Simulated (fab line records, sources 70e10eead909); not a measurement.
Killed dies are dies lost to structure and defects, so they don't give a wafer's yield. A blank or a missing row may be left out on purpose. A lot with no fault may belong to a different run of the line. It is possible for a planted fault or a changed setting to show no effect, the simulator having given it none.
fab line records | flow nand_harc
record: lots: 13 wafers: 39 last_day: 24
route steps=1159 shown A_CONTACT@908 END@1159
lots with no fault: from the same line, run without faults
start_h: hours from the record's opening day to when the first of the lot's shown wafers began | wait_h: hours since the lot's step before | " unchanged from the row above | L1.1+2: one row covering several wafers at once | - value missing, or start not given | * or withheld: withheld | < > ~ a bound
route shown NAME@n: NAME is a module with steps in the file, n the number in the route of the first one | usual: mean and standard deviation over wafers with no fault | same: alike in all rows | chamber/n: place in a boat | sites: readings site by site | _std_site: standard deviation across them | _edge_site: outer sites' mean less inner sites' | radius_mm: for every site, how far away it sits from the centre of the wafer | mask NAME#n: copy n | behind: tool/chamber where the wafer was last shaped | hold: reason for holding the lot/hours on hold/outcome of the hold | device: the n, p or np transistor that did not switch | end of line: at the end of the route, the tests of the same wafers | where a step has no rows: the recipe by itself | killed: dies lost to structure and defects at the first sort, not the wafer's yield | map: per-die view of a wafer (x killed, . not killed, _ where there is no die)
set.NAME: the setting that was run; set.NAME@STEP: the one run at that earlier step | model.NAME: the simulator's own value behind a step, which no gauge read
a sample of lots followed through the steps of the route, with each step as a table and each wafer as a row
services: the hour from which a tool's chamber was out of use, counted from the record's first day as start_h (under 0 if before that day), plus the number of hours and why
== steps ==
step: NHARC_A_CONTACT_ETCH_128
recipe: source_w: withheld pressure_mtorr: 20 bias_v: 1200 time_s: 155 target_depth_a: 9560 ar_flow_sccm: withheld c4f8_flow_sccm: withheld o2_flow_sccm: withheld chemistry: C4F8/O2/Ar
columns lot.wafer tool chamber start_h wait_h rf_hours_counter_h
L953.1 har_cap_etch-02 0 386.99 0.1 12
L953.4 " 0 " " -
L953.6 " 1 " " -
L959.2 har_cap_etch-03 1 426.43 0.1 90
L959.1 " 0 " " 90
L959.5 " 1 " " -
L960.2 har_cap_etch-03 0 432.78 0.1 91
L960.1 " 1 " " 91
L960.4 " 1 " " -
L961.1 har_cap_etch-01 0 433.72 0.1 64
L961.4 " 1 " " -
L961.5 " 1 " " -
L957.3 har_cap_etch-01 0 437.46 0.1 -
L957.4 " 1 " " -
L957.6 " 0 " " -
L965.1 har_cap_etch-02 0 446.39 0.2 22
L965.3 " 0 " " -
L965.5 " 1 " " -
L969.2 har_cap_etch-02 0 475.16 0.1 25
L969.3 " 0 " " -
L969.6 " 1 " " -
L966.3 har_cap_etch-03 0 478.08 0.1 -
L966.4 " 1 " " -
L966.6 " 0 " " -
L968.1 har_cap_etch-02 0 484.17 0.1 27
L968.2 " 1 " " 27
L968.6 " 1 " " -
L967.4 har_cap_etch-03 0 485.51 0.1 -
L967.6 " 1 " " -
L967.5 " 0 " " -
L970.2 har_cap_etch-03 1 495.86 0.1 102
L970.3 " 1 " " -
L970.6 " 1 " " -
L972.1 har_cap_etch-01 0 513.90 0.1 78
L972.2 " 1 " " 78
L972.4 " 0 " " -
L975.4 har_cap_etch-01 1 519.06 0.1 -
L975.5 " 1 " " -
L975.6 " 0 " " -
step: NHARC_A_CONTACT_DEP_85
recipe: target_thk_a: 500 target_thk_nm: 50 temp_c: 400 pressure_torr: 3.5 flow_sccm: 200 rf_w: 350 material: SiON
usual: heater_power_w: 738/110
columns lot.wafer tool chamber start_h wait_h heater_power_w
L953.1 pecvd-04 1 392.11 1.1 679
L953.4 " 0 " " 628
L953.6 " 1 " " 691
L959.2 pecvd-04 1 433.12 0.9 696
L959.1 " 2 " " 726
L959.5 " 1 " " 700
L960.2 pecvd-04 2 439.69 0.9 678
L960.1 " 0 " " 629
L960.4 " 1 " " 575
L961.1 pecvd-04 0 440.34 1.1 563
L961.4 " 0 " " 556
L961.5 " 1 " " 601
L957.3 pecvd-04 1 441.82 0.7 646
L957.6 " 1 " " 659
L957.4 " 2 " " 797
L965.3 pecvd-01 0 450.33 0.7 658
L965.1 " 1 " " 758
L965.5 " 1 " " 766
L969.2 pecvd-02 0 481.23 0.9 792
L969.3 " 1 " " 855
L969.6 " 1 " " 678
L966.3 pecvd-04 2 484.30 0.8 732
L966.6 " 0 " " 612
L966.4 " 1 " " 638
L968.1 pecvd-01 0 489.70 1.1 752
L968.2 " 1 " " 676
L968.6 " 1 " " 694
L967.6 pecvd-04 2 491.64 0.1 706
L967.4 " 0 " " 591
L967.5 " 1 " " 702
L970.2 pecvd-04 0 499.59 0.9 582
L970.3 " 1 " " 637
L970.6 " 0 " " 583
L972.2 pecvd-01 1 517.62 0.9 707
L972.1 " 2 " " 1005
L972.4 " 1 " " 690
L975.5 pecvd-01 0 523.33 0.3 667
L975.6 " 1 " " 757
L975.4 " 2 " " 954
step: NHARC_A_CONTACT_EXPOSE_05
recipe: na: 1.35 sigma_outer: 0.8 dose_mj: 84.24 mask_id: A_CC
usual: exposure_dose_mJ_cm2: 84.18/0.084
columns lot.wafer tool chamber start_h wait_h mask exposure_dose_mJ_cm2
L953.1 arfi_scanner-03 0 392.54 - A_CC#0 84.25
L953.4 " 0 " " A_CC#0 84.21
L953.6 " 0 " " A_CC#0 84.42
L959.1 arfi_scanner-03 0 433.70 - A_CC#0 84.38
L959.2 " 0 " " A_CC#0 84.21
L959.5 " 0 " " A_CC#0 84.41
L960.1 arfi_scanner-03 0 440.12 - A_CC#0 56.08
L960.2 " 0 " " A_CC#0 55.96
L960.4 " 0 " " A_CC#0 56.03
L961.1 arfi_scanner-03 0 442.38 - A_CC#0 61.63
L961.4 " 0 " " A_CC#0 61.77
L961.5 " 0 " " A_CC#0 61.65
L957.3 arfi_scanner-03 0 442.41 - A_CC#0 61.67
L957.4 " 0 " " A_CC#0 61.62
L957.6 " 0 " " A_CC#0 61.73
L965.1 arfi_scanner-01 0 450.77 - A_CC#0 84.12
L965.3 " 0 " " A_CC#0 84.05
L965.5 " 0 " " A_CC#0 84.08
L969.2 arfi_scanner-02 0 481.79 - A_CC#0 84.08
L969.3 " 0 " " A_CC#0 84.20
L969.6 " 0 " " A_CC#0 84.27
L966.3 arfi_scanner-01 0 484.83 - A_CC#0 84.28
L966.4 " 0 " " A_CC#0 84.21
L966.6 " 0 " " A_CC#0 84.23
L968.1 arfi_scanner-02 0 490.26 - A_CC#0 84.24
L968.2 " 0 " " A_CC#0 84.17
L968.6 " 0 " " A_CC#0 84.16
L967.4 arfi_scanner-01 0 492.15 - A_CC#0 84.17
L967.5 " 0 " " A_CC#0 84.14
L967.6 " 0 " " A_CC#0 84.17
L970.2 arfi_scanner-01 0 500.02 - A_CC#0 84.34
L970.3 " 0 " " A_CC#0 84.24
L970.6 " 0 " " A_CC#0 84.19
L972.1 arfi_scanner-01 0 518.20 - A_CC#0 84.01
L972.2 " 0 " " A_CC#0 84.16
L972.4 " 0 " " A_CC#0 84.17
L975.4 arfi_scanner-01 0 523.84 - A_CC#0 84.21
L975.5 " 0 " " A_CC#0 84.08
L975.6 " 0 " " A_CC#0 84.12
step: NHARC_A_CONTACT_CD_MEAS_08
recipe: target_cd_nm: 100 landing_energy_ev: 500
usual: cd_nm: 99.8/0.51
columns lot.wafer tool chamber start_h wait_h hold cd_nm
L953.1 cd_sem-03 0 392.68 - - 99.3
L953.4 " 0 " " - 100.3
L953.6 " 0 " " - 99.6
L959.1 cd_sem-03 0 433.84 - - 100.7
L959.2 " 0 " " - 99.5
L959.5 " 0 " " - 100.0
L960.1 cd_sem-02 0 440.26 - await_dispo/0.2h/release 76.0
L960.2 " 0 " " await_dispo/0.2h/release 76.0
L960.4 " 0 " " await_dispo/0.2h/release 76.5
L960.1 cd_sem-02 0 - - - 76.1
L960.2 " 0 " " - 76.0
L960.4 " 0 " " - 76.4
L961.1 cd_sem-02 0 442.52 - await_dispo/0.2h/release 82.0
L961.4 " 0 " " await_dispo/0.2h/release 81.5
L961.5 " 0 " " await_dispo/0.2h/release 82.4
L961.1 cd_sem-02 0 - - - 82.8
L961.4 " 0 " " - 82.1
L961.5 " 0 " " - 82.7
L957.3 cd_sem-01 0 442.56 - await_dispo/0.2h/release 81.5
L957.4 " 0 " " await_dispo/0.2h/release 81.4
L957.6 " 0 " " await_dispo/0.2h/release 81.8
L957.3 cd_sem-01 0 - - - 81.4
L957.4 " 0 " " - 81.2
L957.6 " 0 " " - 81.7
L965.1 cd_sem-03 0 450.91 - - 99.4
L965.3 " 0 " " - 99.9
L965.5 " 0 " " - 99.4
L969.2 cd_sem-03 0 481.93 - - 99.3
L969.3 " 0 " " - 99.4
L969.6 " 0 " " - 99.2
L966.3 cd_sem-02 0 484.97 - - 99.7
L966.4 " 0 " " - 99.2
L966.6 " 0 " " - 100.1
L968.1 cd_sem-02 0 490.40 - - 99.9
L968.2 " 0 " " - 99.7
L968.6 " 0 " " - 99.9
L967.4 cd_sem-03 0 492.29 - - 100.1
L967.5 " 0 " " - 99.4
L967.6 " 0 " " - 99.1
L970.2 cd_sem-02 0 500.16 - - 100.5
L970.3 " 0 " " - 99.5
L970.6 " 0 " " - 100.0
L972.1 cd_sem-03 0 518.34 - - 99.8
L972.2 " 0 " " - 99.7
L972.4 " 0 " " - 99.2
L975.4 cd_sem-03 0 523.97 - - 99.0
L975.5 " 0 " " - 100.2
L975.6 " 0 " " - 99.6
step: NHARC_A_CONTACT_ETCH_30
recipe: target_depth_a: 605 time_s: 30.2 cf4_flow_sccm: 100 chf3_flow_sccm: 30 ar_flow_sccm: 0 rf_w: 500 bias_w: 200 chemistry: CF4/CHF3
usual: drypump_motor_current_A: 5.5/0.33 oes_product_au: 0.928/0.012 rf_vpp_V: 369.2/2.7 showerhead_plenum_p_Torr: 1.53/0.077 throttle_valve_pct: 16.803/0.0088
columns lot.wafer tool chamber start_h wait_h drypump_motor_current_A oes_product_au rf_hours_counter_h rf_vpp_V showerhead_plenum_p_Torr throttle_valve_pct
L953.1 rie_diel-11 1 - - 5.7 0.935 4 367.6 1.46 16.801
L953.4 " 2 " " 5.9 0.915 4 367.9 1.47 16.774
L953.6 " 1 " " 5.6 0.932 - 368.5 1.46 16.802
L959.1 rie_diel-11 1 - - 5.6 0.909 8 368.3 1.46 16.803
L959.2 " 3 " " 5.2 0.926 7 367.3 1.46 16.803
L959.5 " 2 " " 5.9 0.916 - 367.7 1.47 16.806
L957.3 rie_diel-11 2 - - 5.8 0.922 12 367.4 1.47 16.807
L957.4 " 0 " " 5.2 0.920 11 371.4 1.62 16.799
L957.6 " 2 " " 5.8 0.914 - 366.3 1.47 16.781
L961.4 rie_diel-11 3 - - 5.2 0.920 10 367.3 1.46 16.819
L961.1 " 2 " " 5.9 0.920 12 367.0 1.47 16.790
L961.5 " 0 " " 5.2 0.926 - 371.3 1.62 16.804
L965.1 rie_diel-11 0 - - 5.2 0.925 13 372.1 1.62 16.788
L965.3 " 1 " " 5.6 0.929 13 367.2 1.46 16.807
L965.5 " 0 " " 5.2 0.932 - 372.1 1.62 16.818
L969.3 rie_diel-11 0 - - 5.2 0.961 19 372.3 1.62 16.805
L969.2 " 1 " " 5.7 0.964 19 366.9 1.46 16.798
L969.6 " 0 " " 5.2 0.972 - 371.5 1.62 16.815
L966.3 rie_diel-10 0 - - 5.4 0.935 46 370.5 1.57 16.799
L966.4 " 3 " " 5.4 0.928 39 370.7 1.59 16.817
L966.6 " 0 " " 5.4 0.929 - 370.3 1.57 16.797
L968.1 rie_diel-11 2 - - 5.9 0.913 22 365.9 1.47 16.793
L968.2 " 3 " " 5.2 0.922 21 367.9 1.46 16.791
L968.6 " 2 " " 5.8 0.925 - 368.7 1.47 16.790
L967.4 rie_diel-11 3 - - 5.2 0.920 21 366.0 1.46 16.810
L967.5 " 1 " " 5.7 0.929 - 364.6 1.46 16.810
L967.6 " 2 " " 5.9 0.914 - 367.6 1.47 16.818
L970.2 rie_diel-11 0 - - 5.2 0.936 23 372.1 1.62 16.805
L970.3 " 3 " " 5.2 0.920 23 366.3 1.46 16.813
L970.6 " 1 " " 5.6 0.917 - 367.4 1.46 16.799
L972.2 rie_diel-11 2 - - 5.8 0.903 27 368.3 1.47 16.808
L972.1 " 0 " " 5.2 0.930 27 371.7 1.62 16.799
L972.4 " 1 " " 5.7 0.937 - 366.3 1.46 16.806
L975.4 rie_diel-10 0 - - 5.4 0.927 60 370.7 1.57 16.804
L975.6 " 2 " " 5.7 0.929 - 366.5 1.46 16.796
L975.5 " 3 " " 5.4 0.917 - 371.3 1.58 16.809
step: NHARC_END_SORT_01
recipe: temp_c: 25
usual: killed_at_array: 25/9.5 killed_at_other: 0.8/1.2 killed_at_periphery: 3.4/2.2 killed_dies: 29/10 killed_open: 3.3/1.8 killed_short: 2.1/1.4
same: gross_dies: 677
columns lot.wafer tool chamber start_h wait_h killed_at_array killed_at_other killed_at_periphery killed_dies killed_open killed_short
L953.1 prober-01 0 457.18 2.5 5 3 1 9 1 1
L953.4 prober-01 0 459.63 3.5 11 2 3 16 4 2
L953.6 prober-01 0 461.27 4.1 8 2 0 10 3 1
L959.1 prober-02 0 485.88 2.5 35 1 6 42 5 4
L959.2 prober-02 0 486.67 2.8 35 0 5 40 7 0
L959.5 prober-02 0 489.06 3.7 28 1 1 30 1 0
L957.3 prober-01 0 496.88 3.1 9 0 5 14 7 2
L957.4 prober-01 0 497.67 3.4 7 1 3 11 4 2
L957.6 prober-01 0 499.26 4.0 10 0 2 12 4 1
L965.1 prober-02 0 510.97 2.5 29 0 5 34 6 3
L965.3 prober-02 0 512.59 3.1 26 0 6 32 4 1
L965.5 prober-02 0 514.21 3.7 15 0 4 19 3 3
L961.1 prober-01 0 522.91 2.5 16 0 7 23 1 1
L961.4 prober-01 0 525.31 3.4 26 0 9 35 3 1
L961.5 prober-01 0 526.11 3.7 25 0 7 32 4 2
L969.2 prober-01 0 536.12 2.8 27 0 4 31 3 1
L969.3 prober-01 0 536.91 3.1 33 3 6 42 5 4
L969.6 prober-01 0 539.29 4.0 40 4 2 46 4 1
L966.3 prober-01 0 547.23 3.1 34 1 1 36 2 4
L966.4 prober-01 0 548.04 3.4 30 4 0 34 1 1
L966.6 prober-01 0 549.65 4.0 25 4 3 32 2 3
L968.1 prober-02 0 549.27 2.5 50 2 4 56 5 0
L968.2 prober-02 0 550.06 2.8 35 0 6 41 3 2
L968.6 prober-02 0 553.22 3.9 43 1 6 50 7 1
L967.4 prober-01 0 555.87 3.4 13 0 5 18 8 1
L967.5 prober-01 0 556.66 3.7 27 0 7 34 6 3
L967.6 prober-01 0 557.45 4.0 15 0 4 19 5 3
L970.2 prober-02 0 559.03 2.8 32 0 2 34 2 5
L970.3 prober-02 0 559.84 3.1 30 0 0 30 3 1
L970.6 prober-02 0 562.26 4.0 37 1 0 38 6 1
L972.1 prober-01 0 575.70 2.5 40 0 2 42 1 3
L972.2 prober-01 0 576.49 2.8 45 1 4 50 2 2
L972.4 prober-01 0 578.07 3.4 44 2 9 55 5 1
L975.4 prober-02 0 578.09 3.4 20 0 5 25 8 4
L975.5 prober-02 0 578.90 3.7 15 1 3 19 3 2
L975.6 prober-02 0 579.70 4.0 20 1 4 25 4 0
killed by level:class
L953.1 A_CONTACT:chamber_film_flake=3 HYBRID_BOND:chamber_film_flake=3 P_CONTACT:geometric_particle:short=1 A_M0:geometric_particle:open=1 A_SLIT:chamber_film_flake=1
L953.4 A_CONTACT:chamber_film_flake=2 HYBRID_BOND:chamber_film_flake=2 P_M0:geometric_particle:open=1 P_M1:geometric_particle:open=1 A_SOURCE_PLATE:geometric_particle:short=1 A_CHANNEL_HOLE_D1:geometric_particle:short=1 A_WL_FILL:geometric_particle:open=1 A_BLC:geometric_particle:open=1
L953.6 A_CONTACT:chamber_film_flake=4 STARTING-WAFER:geometric_particle:open=2 A_STAIRCASE:chamber_film_flake=2 A_CONTACT:geometric_particle:open=1 A_M0:geometric_particle:short=1
L959.1 A_CHANNEL_HOLE_D1:chamber_film_flake=18 A_SLIT:chamber_film_flake=12 P_GATE:geometric_particle:open=2 A_WL_FILL:geometric_particle:short=2 P_CONTACT:geometric_particle:open=1 P_M0:geometric_particle:short=1 P_M2:geometric_particle:open=1 A_ONON_D1:geometric_particle:open=1
L959.2 A_CHANNEL_HOLE_D1:chamber_film_flake=12 A_CONTACT:chamber_film_flake=8 A_SLIT:chamber_film_flake=5 A_SGD_CUT:chamber_film_flake=3 A_CHANNEL_FILL_D1:geometric_particle:open=2 A_M0:geometric_particle:open=2 A_STAIRCASE:chamber_film_flake=2 P_M1:geometric_particle:open=1
L959.5 A_CHANNEL_HOLE_D1:chamber_film_flake=17 A_SLIT:chamber_film_flake=4 A_CONTACT:chamber_film_flake=3 A_WL_FILL:geometric_particle:open=1 P_BONDPAD:chamber_film_flake=1 A_ZERO_WELL:chamber_film_flake=1 A_CHANNEL_FILL_D1:chamber_film_flake=1 A_SGD_CUT:chamber_film_flake=1
L957.3 P_M0:geometric_particle:open=2 A_ONON_D1:geometric_particle:open=2 P_ZERO_WELL:chamber_film_flake=2 A_CHANNEL_HOLE_D1:chamber_film_flake=2 P_CONTACT:geometric_particle:open=1 A_SOURCE_PLATE:geometric_particle:short=1 A_CHANNEL_HOLE_D1:geometric_particle:open=1 A_CHANNEL_FILL_D1:geometric_particle:open=1
L957.4 A_SGD_CUT:geometric_particle:open=2 P_GATE:geometric_particle:open=1 P_GATE:geometric_particle:short=1 A_ONON_D1:geometric_particle:short=1 A_CONTACT:geometric_particle:open=1 P_BONDPAD:chamber_film_flake=1 A_ZERO_WELL:chamber_film_flake=1 A_CHANNEL_HOLE_D1:chamber_film_flake=1
L957.6 A_ONON_D1:geometric_particle:open=3 A_CHANNEL_HOLE_D1:chamber_film_flake=3 A_SGD_CUT:geometric_particle:short=1 A_BLC:geometric_particle:open=1 P_STI:chamber_film_flake=1 P_GATE:chamber_film_flake=1 A_CHANNEL_FILL_D1:chamber_film_flake=1 A_STAIRCASE:chamber_film_flake=1
L965.1 A_SLIT:chamber_film_flake=15 A_CHANNEL_HOLE_D1:chamber_film_flake=3 P_CONTACT:geometric_particle:open=2 A_CHANNEL_FILL_D1:geometric_particle:open=2 P_STI:chamber_film_flake=2 A_STAIRCASE:chamber_film_flake=2 A_ONON_D1:geometric_particle:short=1 A_CHANNEL_FILL_D1:geometric_particle:short=1
L965.3 A_SLIT:chamber_film_flake=12 A_CONTACT:chamber_film_flake=4 P_STI:chamber_film_flake=3 A_CHANNEL_HOLE_D1:chamber_film_flake=3 A_STAIRCASE:chamber_film_flake=3 A_CONTACT:geometric_particle:open=2 P_CONTACT:geometric_particle:open=1 P_M0:geometric_particle:open=1
L965.5 A_SLIT:chamber_film_flake=6 P_STI:chamber_film_flake=3 A_CHANNEL_FILL_D1:geometric_particle:short=2 A_CHANNEL_HOLE_D1:chamber_film_flake=2 P_GATE:geometric_particle:open=1 A_CHANNEL_FILL_D1:geometric_particle:open=1 A_WL_FILL:geometric_particle:short=1 A_WL_FILL:geometric_particle:open=1
L961.1 A_CHANNEL_HOLE_D1:chamber_film_flake=11 P_CONTACT:chamber_film_flake=3 P_STI:chamber_film_flake=2 A_CONTACT:chamber_film_flake=2 A_CONTACT:geometric_particle:open=1 A_BLC:geometric_particle:short=1 P_ZERO_WELL:chamber_film_flake=1 P_GATE:chamber_film_flake=1
L961.4 A_CHANNEL_HOLE_D1:chamber_film_flake=17 P_CONTACT:chamber_film_flake=7 A_CONTACT:chamber_film_flake=3 A_CHANNEL_HOLE_D1:geometric_particle:short=1 A_CHANNEL_FILL_D1:geometric_particle:open=1 A_BLC:geometric_particle:open=1 A_M0:geometric_particle:open=1 P_STI:chamber_film_flake=1
L961.5 A_CHANNEL_HOLE_D1:chamber_film_flake=18 A_CONTACT:chamber_film_flake=2 P_CONTACT:geometric_particle:open=1 P_M1:geometric_particle:short=1 P_M2:geometric_particle:open=1 A_CHANNEL_FILL_D1:geometric_particle:open=1 A_SGD_CUT:geometric_particle:short=1 A_M0:geometric_particle:open=1
L969.2 A_SLIT:chamber_film_flake=9 A_CHANNEL_HOLE_D1:chamber_film_flake=7 A_CONTACT:chamber_film_flake=4 A_CONTACT:geometric_particle:open=2 P_GATE:chamber_film_flake=2 A_ZERO_WELL:chamber_film_flake=2 A_CHANNEL_FILL_D1:geometric_particle:open=1 A_CONTACT:geometric_particle:short=1
L969.3 A_SLIT:chamber_film_flake=15 A_CHANNEL_HOLE_D1:chamber_film_flake=6 A_CONTACT:chamber_film_flake=5 P_GATE:chamber_film_flake=3 THIN_TSV:chamber_film_flake=3 A_CONTACT:geometric_particle:open=2 A_M0:geometric_particle:short=2 P_GATE:geometric_particle:open=1
L969.6 A_SLIT:chamber_film_flake=18 A_CHANNEL_HOLE_D1:chamber_film_flake=10 A_CONTACT:chamber_film_flake=3 THIN_TSV:chamber_film_flake=3 A_CONTACT:geometric_particle:open=2 P_GATE:chamber_film_flake=2 A_STAIRCASE:chamber_film_flake=2 A_WL_FILL:geometric_particle:open=1
L966.3 A_CHANNEL_HOLE_D1:chamber_film_flake=25 A_CONTACT:chamber_film_flake=2 P_STI:geometric_particle:short=1 A_ONON_D1:geometric_particle:open=1 A_CHANNEL_FILL_D1:geometric_particle:short=1 A_CHANNEL_FILL_D1:geometric_particle:open=1 A_WL_FILL:geometric_particle:short=1 A_M0:geometric_particle:short=1
L966.4 A_CHANNEL_HOLE_D1:chamber_film_flake=20 A_CONTACT:chamber_film_flake=4 THIN_TSV:chamber_film_flake=3 A_ZERO_WELL:chamber_film_flake=2 A_STAIRCASE:chamber_film_flake=2 A_CHANNEL_FILL_D1:geometric_particle:short=1 A_CONTACT:geometric_particle:open=1 HYBRID_BOND:chamber_film_flake=1
L968.1 A_SLIT:chamber_film_flake=20 A_CHANNEL_HOLE_D1:chamber_film_flake=18 A_CONTACT:chamber_film_flake=4 A_CHANNEL_FILL_D1:geometric_particle:open=3 A_STAIRCASE:chamber_film_flake=3 P_M2:chamber_film_flake=2 THIN_TSV:chamber_film_flake=2 P_CONTACT:geometric_particle:open=1
L966.6 A_CHANNEL_HOLE_D1:chamber_film_flake=18 THIN_TSV:chamber_film_flake=4 A_SGD_CUT:geometric_particle:short=2 A_CONTACT:chamber_film_flake=2 P_CONTACT:geometric_particle:open=1 P_M0:geometric_particle:short=1 A_CONTACT:geometric_particle:open=1 P_GATE:chamber_film_flake=1
L968.2 A_CHANNEL_HOLE_D1:chamber_film_flake=22 A_SLIT:chamber_film_flake=4 P_GATE:chamber_film_flake=3 A_CONTACT:chamber_film_flake=3 A_CHANNEL_HOLE_D1:geometric_particle:short=2 P_M2:chamber_film_flake=2 A_STAIRCASE:chamber_film_flake=2 P_CONTACT:geometric_particle:open=1
L968.6 A_SLIT:chamber_film_flake=16 A_CHANNEL_HOLE_D1:chamber_film_flake=13 A_CONTACT:chamber_film_flake=6 P_M0:geometric_particle:open=3 A_CHANNEL_FILL_D1:geometric_particle:open=3 A_ZERO_WELL:chamber_film_flake=2 A_STAIRCASE:chamber_film_flake=2 A_ONON_D1:geometric_particle:open=1
L967.4 A_CHANNEL_HOLE_D1:chamber_film_flake=6 P_M0:geometric_particle:open=3 A_CONTACT:geometric_particle:open=2 P_CONTACT:geometric_particle:open=1 A_ONON_D1:geometric_particle:open=1 A_SGD_CUT:geometric_particle:open=1 A_CONTACT:geometric_particle:short=1 P_BONDPAD:chamber_film_flake=1
L967.5 A_CHANNEL_HOLE_D1:chamber_film_flake=11 A_STAIRCASE:chamber_film_flake=7 A_CONTACT:geometric_particle:open=3 A_WL_FILL:chamber_film_flake=2 A_ZERO_WELL:chamber_film_flake=2 P_CONTACT:geometric_particle:open=1 P_CONTACT:geometric_particle:short=1 P_M0:geometric_particle:short=1
L967.6 A_CHANNEL_HOLE_D1:chamber_film_flake=4 A_STAIRCASE:chamber_film_flake=3 P_CONTACT:geometric_particle:open=2 P_M0:geometric_particle:open=2 A_M0:geometric_particle:short=2 A_WL_FILL:chamber_film_flake=2 A_CONTACT:chamber_film_flake=2 A_SGD_CUT:geometric_particle:short=1
L970.2 A_CHANNEL_HOLE_D1:chamber_film_flake=22 P_M2:chamber_film_flake=2 A_ONON_D1:geometric_particle:short=1 A_ONON_D1:geometric_particle:open=1 A_CHANNEL_FILL_D1:geometric_particle:short=1 A_WL_FILL:geometric_particle:short=1 A_CONTACT:geometric_particle:open=1 A_CONTACT:geometric_particle:short=1
L970.3 A_CHANNEL_HOLE_D1:chamber_film_flake=15 A_STAIRCASE:chamber_film_flake=4 A_CONTACT:chamber_film_flake=4 A_M0:geometric_particle:open=2 A_SLIT:chamber_film_flake=2 A_WL_FILL:geometric_particle:short=1 A_CONTACT:geometric_particle:open=1 A_M0:chamber_film_flake=1
L970.6 A_CHANNEL_HOLE_D1:chamber_film_flake=24 A_M0:geometric_particle:open=3 A_STAIRCASE:chamber_film_flake=2 A_WL_FILL:chamber_film_flake=2 A_CONTACT:chamber_film_flake=2 A_CHANNEL_FILL_D1:geometric_particle:short=1 A_CONTACT:geometric_particle:open=1 A_BLC:geometric_particle:open=1
L972.1 A_CHANNEL_HOLE_D1:chamber_film_flake=24 A_SLIT:chamber_film_flake=6 A_STAIRCASE:chamber_film_flake=3 A_CONTACT:chamber_film_flake=2 A_ONON_D1:geometric_particle:short=1 A_ONON_D1:geometric_particle:open=1 A_STAIRCASE:geometric_particle:short=1 A_WL_FILL:geometric_particle:short=1
L972.2 A_CHANNEL_HOLE_D1:chamber_film_flake=22 A_SLIT:chamber_film_flake=15 A_CONTACT:chamber_film_flake=4 P_ZERO_WELL:chamber_film_flake=2 P_GATE:geometric_particle:open=1 A_WL_FILL:geometric_particle:short=1 A_CONTACT:geometric_particle:short=1 A_M0:geometric_particle:open=1
L972.4 A_CHANNEL_HOLE_D1:chamber_film_flake=17 A_SLIT:chamber_film_flake=17 P_ZERO_WELL:chamber_film_flake=5 A_STAIRCASE:chamber_film_flake=3 A_CONTACT:chamber_film_flake=3 A_CHANNEL_FILL_D1:chamber_film_flake=2 P_GATE:geometric_particle:open=1 P_CONTACT:geometric_particle:open=1
L975.4 A_CHANNEL_HOLE_D1:chamber_film_flake=10 A_CONTACT:geometric_particle:open=3 A_M0:geometric_particle:open=2 P_CONTACT:geometric_particle:open=1 P_M0:geometric_particle:open=1 P_M1:geometric_particle:short=1 A_CHANNEL_FILL_D1:geometric_particle:short=1 A_BLC:geometric_particle:short=1
L975.5 A_CHANNEL_HOLE_D1:chamber_film_flake=6 P_ZERO_WELL:chamber_film_flake=2 A_STAIRCASE:chamber_film_flake=2 P_M1:geometric_particle:short=1 A_CHANNEL_HOLE_D1:geometric_particle:open=1 A_M0:geometric_particle:open=1 A_M0:geometric_particle:short=1 A_M1:geometric_particle:open=1
L975.6 A_CHANNEL_HOLE_D1:chamber_film_flake=10 P_ZERO_WELL:chamber_film_flake=3 A_ZERO_WELL:chamber_film_flake=2 A_STAIRCASE:chamber_film_flake=2 A_CONTACT:chamber_film_flake=2 P_M1:geometric_particle:open=1 A_CHANNEL_FILL_D1:geometric_particle:open=1 A_CONTACT:geometric_particle:open=1
== services ==
columns tool chamber start_h hours kind
pecvd-01 0 363.24 29.6 repair
rie_diel-11 - 366.50 9.0 pm
rie_diel-11 0 366.50 9.0 vent_cycle
pecvd-04 1 367.63 4.7 repair
arfi_scanner-01 - 368.00 4.0 pm
pecvd-04 - 376.42 13.0 pm
rie_diel-11 3 384.36 7.9 repair
arfi_scanner-01 - 387.58 1.2 repair
arfi_scanner-02 - 400.90 0.9 repair
har_cap_etch-02 - 403.29 0.7 repair
har_cap_etch-02 - 409.52 0.7 repair
pecvd-01 - 418.11 13.0 pm
rie_diel-10 - 424.08 0.6 repair
arfi_scanner-02 - 428.01 4.0 pm
arfi_scanner-02 - 440.90 1.5 repair
arfi_scanner-03 - 444.09 39.4 repair
arfi_scanner-02 - 455.96 1.2 repair
rie_diel-10 3 470.73 5.4 repair
arfi_scanner-03 - 484.00 4.0 pm
arfi_scanner-02 - 490.70 90.4 repair
pecvd-02 - 493.84 0.9 repair
pecvd-02 - 515.53 13.0 pm
rie_diel-11 3 516.17 7.5 repair
pecvd-04 1 524.62 12.3 repair
== key ==
first_sign: step: NHARC_A_CONTACT_EXPOSE_05 reading: exposure_dose_mJ_cm2 direction: down sigmas: 99+ usual: 84.18 struck: 59.79
effect: step: NHARC_A_CONTACT_CD_MEAS_08 reading: visit direction: added through: control_loop
effect: step: NHARC_A_CONTACT_CD_MEAS_08 reading: cd_nm direction: down sigmas: 39 usual: 99.8 struck: 79.9 through: control_loop
met_at NHARC_A_CONTACT_EXPOSE_05
struck_lots L957,L960,L961
scrapped_behind NHARC_A_CONTACT_CD_MEAS_08 L960.1,L960.2,L960.4
tester_left_out L957,L961
loop_trim: step: NHARC_A_CONTACT_EXPOSE_05 setting: dose lots: L957,L961
not_acting_at NHARC_A_CONTACT_ETCH_128,NHARC_A_CONTACT_DEP_85,NHARC_A_CONTACT_ETCH_30
onset_between 433.70 440.12
fault: kind: process_parameter_drift tool: arfi_scanner-03 chamber: - onset_h: 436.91 steps: NHARC_A_CONTACT_EXPOSE_05 channel: dose_mj offset: -28.149 shape: step acts_in: these_recipes_only stated: 84.24
tester_left_out: of these lots the tester's yield and bins aren't shown, on N5 and GAA mostly nor the transistor test; their killed dies are dies lost to structure and defects alone, not to doping, threshold or leakage, so they don't give the yield
loop_trim: a control loop set the setting to another value than it would have without faults
